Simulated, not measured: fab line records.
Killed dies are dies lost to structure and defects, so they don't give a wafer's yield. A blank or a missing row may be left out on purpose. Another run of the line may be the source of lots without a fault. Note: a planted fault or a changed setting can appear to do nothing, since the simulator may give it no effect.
Chamber matching    flow n5 finfet    N5_MOL_CONTACT_COAG_ALD_123 on ald sin-03 has 4 sister chambers
The step deposits SiNx, target thk 5 nm, pulse time 1 s, purge time 2 s. 4 wafers are shown with their chamber, then 12 later ones without.

## WAFERS, EACH WITH ITS CHAMBER
wafer   chamber  heater power w (W)
L085.4  2        704
L088.1  0        856
L088.3  3        856
L088.5  1        708

## WAFERS WITHOUT THEIR CHAMBER
wafer   heater power w (W)
L089.1  894
L089.5  838
L089.6  877
L094.1  738
L094.2  709
L094.3  825
L094.4  886
L094.5  889
L094.6  832
L096.2  879
L096.4  841
L096.5  846

## WHICH CHAMBER EACH WENT THROUGH
wafer   from the rows above      in truth
L089.1  can't be placed: 0 or 3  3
L089.5  can't be placed: 0 or 3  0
L089.6  can't be placed: 0 or 3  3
L094.1  can't be placed: 1 or 2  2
L094.2  can't be placed: 1 or 2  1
L094.3  can't be placed: 0 or 3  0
L094.4  can't be placed: 0 or 3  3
L094.5  can't be placed: 0 or 3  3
L094.6  can't be placed: 0 or 3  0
L096.2  can't be placed: 0 or 3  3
L096.4  can't be placed: 0 or 3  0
L096.5  can't be placed: 0 or 3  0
Correct placement for 0 of the 12. From these rows, 12 cannot be placed; in 12 the true chamber is one of the candidates. Number placed wrongly: 0.
How it was worked out, from the rows above alone: a wafer's distance from a chamber is the root of the sum, over the readings, of the square of ((its reading less the chamber's mean) divided by the reading's scatter). If the next closest chamber is less than 2 further off than the closest, the wafer can't be placed; otherwise it belongs to the closest. The mean given for a chamber averages the wafers shown for that chamber. The scatter (one wafer shown for each chamber): square how far every hidden wafer sits from the nearest shown wafer, average those squares and take the square root.
